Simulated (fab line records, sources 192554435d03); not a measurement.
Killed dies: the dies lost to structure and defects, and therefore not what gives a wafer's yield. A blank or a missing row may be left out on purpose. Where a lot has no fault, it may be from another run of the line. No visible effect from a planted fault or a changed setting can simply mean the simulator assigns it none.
Chamber matching | flow n5 finfet | N5_DUMMY_GATE_ETCH_44 on rie si-04: 4 sister chambers
The step etches poly-Si in HBr/O2, stops on SiO2, target depth 127.5 nm. 8 wafers are shown with their chamber, then 9 later ones without.

## WAFERS PAIRED WITH THEIR CHAMBERS
wafer  | chamber | throttle valve pct (%) | drypump motor current A (A)
L077.1 | 0       | 18.72                  | 6.1
L085.3 | 2       | 18.72                  | 5.9
L085.6 | 2       | 18.74                  | 5.9
L086.2 | 3       | 18.49                  | 6.3
L086.6 | 1       | 18.54                  | 6.1
L090.2 | 1       | 18.55                  | 6.2
L090.4 | 0       | 18.71                  | 6.1
L090.5 | 3       | 18.51                  | 6.3

## WAFERS WITH NO CHAMBER GIVEN
wafer  | throttle valve pct (%) | drypump motor current A (A)
L093.3 | 18.54                  | 6.1
L093.5 | 18.72                  | 6.1
L093.6 | 18.72                  | 5.9
L095.1 | 18.51                  | 6.3
L095.4 | 18.71                  | 5.9
L095.6 | 18.52                  | 6.1
L096.1 | 18.72                  | 6.1
L096.3 | 18.73                  | 5.9
L096.6 | 18.50                  | 6.2

## EACH ONE'S CHAMBER
wafer  | from the rows above     | in truth
L093.3 | 1                       | 1
L093.5 | 0                       | 0
L093.6 | 2                       | 2
L095.1 | 3                       | 3
L095.4 | 2                       | 2
L095.6 | 1                       | 1
L096.1 | 0                       | 0
L096.3 | 2                       | 2
L096.6 | can't be placed: 3 or 1 | 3
Correctly placed: 8 of 9. Unplaceable from these rows: 1, with the true chamber sitting among the candidates in 1. Number placed wrongly: 0.
How it was worked out, from the rows above alone: a wafer's distance from a chamber is the root of the sum, over the readings, of the square of ((its reading less the chamber's mean) divided by the reading's scatter). If the next closest chamber is less than 2 further off than the closest, the wafer can't be placed; otherwise it belongs to the closest. A chamber's mean is the mean of its shown wafers. The scatter: take each reading less its chamber's mean, square it, sum over the shown wafers, divide by the number of wafers less the number of chambers, and take the root.
